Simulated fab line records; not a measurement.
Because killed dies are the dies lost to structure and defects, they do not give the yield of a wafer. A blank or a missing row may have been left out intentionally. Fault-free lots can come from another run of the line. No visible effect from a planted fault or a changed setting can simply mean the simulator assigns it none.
fab line records	flow nand_harc
record: lots: 5	wafers: 15	last_day: 34
route steps=1302 shown P_GATE@170
lots that met no fault: taken from a fault-free run of the same line
start_h: start of the lot's first displayed wafer, in hours after the record's first day	wait_h: how many hours have passed since the lot's step before this one	" unchanged from the row above	L1.1+2: one row covering several wafers at once	- either no value or no given start	* or withheld: withheld	< > ~ a bound
route shown NAME@n: names a module that has steps shown in the file, with the first one's number in the route	usual: mean/standard deviation of fault-free wafers	same: alike in all rows	chamber/n: place in a boat	sites: the reading at each site	_std_site: their standard deviation	_edge_site: the outer-site mean with the inner-site mean subtracted	radius_mm: how far each site lies from the wafer's centre	mask NAME#n: copy n	behind: the most recent tool/chamber to have shaped the wafer	hold: why the lot went on hold/how many hours it stayed there/how the hold came to an end	device: the n, p or np transistor that did not switch	end of line: the same wafers' tests at the end of the route	a step without rows: its recipe alone	killed: not the wafer's yield, but the dies lost to structure and defects at the first sort	map: shows each die of a wafer: x if killed, . if not, _ if none is there
set.NAME: the setting that was run; set.NAME@STEP: the one run at that earlier step	model.NAME: the simulator's own value behind a step, which no gauge read
lots at selected steps of the route; one table per step, one row per wafer
services: the hour from which a tool's chamber was out of use, counted from the record's first day as start_h (under 0 if before that day), plus the number of hours and why
== steps ==
step: NHARC_P_GATE_CD_MEAS_46
recipe: target_cd_nm: 720	landing_energy_ev: 500
usual: cd_nm: 721.1/1.6
same: landing_energy_ev: 500
lot.wafer	tool	chamber	start_h	wait_h	cd_nm
L236.1	cd_sem-02	0	118.98	-	722.9
L236.4	"	0	"	"	721.5
L236.6	"	0	"	"	721.2
L239.1	cd_sem-03	0	151.72	-	720.2
L239.5	"	0	"	"	721.8
L239.6	"	0	"	"	722.1
L249.2	cd_sem-01	0	243.47	-	722.3
L249.4	"	0	"	"	720.4
L249.6	"	0	"	"	723.8
L253.1	cd_sem-03	0	277.79	-	720.6
L253.3	"	0	"	"	724.2
L253.6	"	0	"	"	720.5
L259.1	cd_sem-01	0	342.27	-	723.7
L259.2	"	0	"	"	722.5
L259.4	"	0	"	"	719.9
step: NHARC_P_GATE_HARDBAKE_47
recipe: temp_c: 125	time_s: 80
step: NHARC_P_GATE_DESCUM_48
recipe: time_s: 3	o2_flow_sccm: 200	ar_flow_sccm: 0	bias_power_w: 0	chemistry: O2
usual: chamber_pressure_mTorr: 60.00/0.056	drypump_motor_current_A: 5.7/0.48	oes_product_au: 1.001/0.0085	rf_vpp_V: 57.7/0.89	showerhead_plenum_p_Torr: 1.91/0.079	throttle_valve_pct: 11.310/0.0091
lot.wafer	tool	chamber	start_h	wait_h	chamber_pressure_mTorr	drypump_motor_current_A	oes_product_au	rf_hours_counter_h	rf_vpp_V	showerhead_plenum_p_Torr	throttle_valve_pct
L236.4	rie_diel-02	3	119.16	-	60.02	5.2	1.014	6.3	58.4	1.91	11.313
L236.1	"	0	"	"	59.97	5.0	0.995	5.8	58.4	1.92	11.323
L236.6	"	1	"	"	60.05	5.9	1.012	-	57.1	1.81	11.306
L239.1	rie_diel-02	0	151.90	-	60.07	5.0	0.992	6.8	56.8	1.92	11.309
L239.5	"	2	"	"	59.94	6.0	1.008	-	59.3	2.04	11.299
L239.6	"	3	"	"	60.01	5.3	1.002	-	57.1	1.91	11.302
L249.2	rie_diel-02	3	243.65	-	59.98	5.3	1.001	2.0	58.0	1.91	11.307
L249.4	"	0	"	"	59.94	5.0	1.000	0.4	57.1	1.92	11.306
L249.6	"	2	"	"	60.03	5.9	1.008	-	57.9	2.04	11.319
L253.1	rie_diel-06	0	277.96	-	59.98	5.9	0.981	5.5	58.3	1.95	11.312
L253.3	"	2	"	"	60.13	5.2	0.982	5.8	57.5	1.78	11.323
L253.6	"	3	"	"	60.06	6.2	1.007	-	58.6	1.97	11.314
L259.4	rie_diel-02	3	342.43	-	60.05	5.3	0.987	8.3	55.8	1.91	11.296
L259.2	"	0	"	"	59.96	5.0	0.999	6.9	58.7	1.92	11.292
L259.1	"	2	"	"	60.02	5.9	1.006	7.5	58.7	2.04	11.303
step: NHARC_P_GATE_IMPLANT_49
recipe: energy_kev: 30	dose_cm2: 3e+15	tilt_deg: 7
step: NHARC_P_GATE_STRIP_111
recipe: power_w: 1500	temp_c: 110	time_s: 250	chemistry: N2/H2
usual: drypump_motor_current_A: 5.7/0.34	heater_power_w: 88.6/2.3
lot.wafer	tool	chamber	start_h	wait_h	drypump_motor_current_A	heater_power_w	rf_hours_counter_h
L236.1	plasma_asher-02	0	119.51	0.2	5.4	88.0	7
L236.4	"	1	"	"	6.1	91.3	-
L236.6	"	1	"	"	6.1	88.9	-
L239.1	plasma_asher-02	1	152.30	0.2	6.1	88.2	15
L239.5	"	0	"	"	5.4	87.6	-
L239.6	"	1	"	"	6.1	92.0	-
L249.2	plasma_asher-02	0	243.99	0.2	5.4	88.0	35
L249.4	"	0	"	"	5.4	90.5	-
L249.6	"	1	"	"	6.1	89.2	-
L253.1	plasma_asher-02	0	278.37	0.2	5.4	90.6	6
L253.3	"	0	"	"	5.4	86.4	-
L253.6	"	1	"	"	6.1	90.8	-
L259.1	plasma_asher-02	0	342.99	0.4	5.4	89.1	18
L259.2	"	1	"	"	6.1	87.8	18
L259.4	"	1	"	"	6.1	90.1	-
step: NHARC_P_GATE_STRIP_75
recipe: power_w: 1500	temp_c: 250	chemistry: O2
usual: drypump_motor_current_A: 5.7/0.34	heater_power_w: 332/8.8
lot.wafer	tool	chamber	start_h	wait_h	drypump_motor_current_A	heater_power_w	rf_hours_counter_h
L236.1	plasma_asher-02	0	119.82	0.3	5.4	326	7
L236.4	"	1	"	"	6.1	326	-
L236.6	"	1	"	"	6.1	340	-
L239.1	plasma_asher-02	1	152.56	0.2	6.1	338	15
L239.5	"	0	"	"	5.4	339	-
L239.6	"	1	"	"	6.1	330	-
L249.2	plasma_asher-02	0	244.29	0.3	5.4	325	35
L249.4	"	0	"	"	5.4	326	-
L249.6	"	1	"	"	6.1	328	-
L253.1	plasma_asher-02	0	278.63	0.2	5.4	341	6
L253.3	"	0	"	"	5.4	335	-
L253.6	"	1	"	"	6.1	340	-
L259.1	plasma_asher-02	0	343.29	0.3	5.4	338	18
L259.2	"	1	"	"	6.1	343	18
L259.4	"	1	"	"	6.1	352	-
step: NHARC_P_GATE_STRIP_50
recipe: time_s: 900	temp_c: 130	chemistry: SPM
step: NHARC_P_GATE_DEHYDRATE_51
recipe: temp_c: 150	time_s: 120
step: NHARC_P_GATE_HMDS_52
recipe: time_s: 30
step: NHARC_P_GATE_COAT_53
recipe: spin_rpm: 3000
step: NHARC_P_GATE_SOFTBAKE_54
recipe: temp_c: 122	time_s: 95
step: NHARC_P_GATE_EBR_55
step: NHARC_P_GATE_EXPOSE_56
recipe: na: 0.6	target_cd_nm: 720	dose_mj: 14.81	mask_id: P_PSD
lot.wafer	tool	chamber	start_h	wait_h	mask
L236.1+4+6	krf_scanner-04	0	120.45	-	P_PSD#0
L239.1+5+6	krf_scanner-02	0	153.19	-	P_PSD#0
L249.2+4+6	krf_scanner-02	0	244.94	-	P_PSD_R1#0
L253.1+3+6	krf_scanner-03	0	279.39	-	P_PSD#0
L259.1+2+4	krf_scanner-04	0	344.06	-	P_PSD#0
step: NHARC_P_GATE_PEB_57
recipe: peb_temp_c: 118	peb_time_s: 85
step: NHARC_P_GATE_DEVELOP_58
recipe: time_s: 70
step: NHARC_P_GATE_CD_MEAS_59
recipe: target_cd_nm: 720	landing_energy_ev: 500
usual: cd_nm: 719.6/2
same: landing_energy_ev: 500
lot.wafer	tool	chamber	start_h	wait_h	cd_nm
L236.1	cd_sem-03	0	120.61	-	721.1
L236.4	"	0	"	"	719.0
L236.6	"	0	"	"	719.0
L239.1	cd_sem-02	0	153.35	-	717.5
L239.5	"	0	"	"	716.6
L239.6	"	0	"	"	718.5
L249.2	cd_sem-03	0	245.09	-	820.5
L249.4	"	0	"	"	819.8
L249.6	"	0	"	"	819.3
L253.1	cd_sem-03	0	279.55	-	721.4
L253.3	"	0	"	"	720.2
L253.6	"	0	"	"	720.3
L259.1	cd_sem-01	0	344.22	-	718.1
L259.2	"	0	"	"	716.1
L259.4	"	0	"	"	716.5
step: NHARC_P_GATE_HARDBAKE_60
recipe: temp_c: 125	time_s: 80
== services ==
tool	chamber	start_h	hours	kind
krf_scanner-02	-	102.56	0.9	repair
rie_diel-02	0	109.07	7.3	repair
plasma_asher-02	-	115.98	1.5	repair
rie_diel-06	-	130.20	9.0	pm
krf_scanner-03	-	154.08	0.6	repair
plasma_asher-02	-	173.71	7.3	repair
krf_scanner-04	-	177.39	5.6	repair
rie_diel-06	3	182.51	5.0	repair
krf_scanner-04	-	183.02	4.0	pm
rie_diel-02	1	190.69	22.9	repair
rie_diel-06	2	192.54	2.5	repair
rie_diel-02	0	192.58	42.1	repair
rie_diel-02	-	216.85	9.0	pm
krf_scanner-03	-	224.00	4.0	pm
krf_scanner-02	-	226.81	1.2	repair
plasma_asher-02	-	249.00	9.0	pm
plasma_asher-02	0	249.00	9.0	vent_cycle
plasma_asher-02	1	249.00	9.0	vent_cycle
krf_scanner-04	-	263.02	4.5	repair
krf_scanner-02	-	266.00	4.0	pm
krf_scanner-04	-	274.91	7.7	repair
rie_diel-06	-	307.20	9.0	pm
krf_scanner-02	-	321.65	0.4	repair
krf_scanner-03	-	340.02	2.0	repair
== key ==
first_sign: step: NHARC_P_GATE_EXPOSE_56	reading: mask	direction: changed
effect: step: NHARC_P_GATE_CD_MEAS_59	reading: cd_nm	direction: up	sigmas: 50	usual: 719.6	struck: 819.9
met_at NHARC_P_GATE_EXPOSE_56
struck_wafers L249.2,L249.4,L249.6
sort_left_out L249.2,L249.4,L249.6
tester_left_out L249
onset_between 153.19 244.94
fault: kind: wrong_mask	tool: any	chamber: -	onset_h: 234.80	steps: NHARC_P_GATE_EXPOSE_56	aux_copy: P_PSD_R1#0	cd_offset_nm: 98.747	scope: struck_lots_only
tester_left_out: of these lots the tester's yield and bins aren't shown, on N5 and GAA mostly nor the transistor test; their killed dies are dies lost to structure and defects alone, not to doping, threshold or leakage, so they don't give the yield
sort_left_out: the simulated sort isn't trusted on such a fault, so these wafers' sort isn't shown, and their yield isn't known
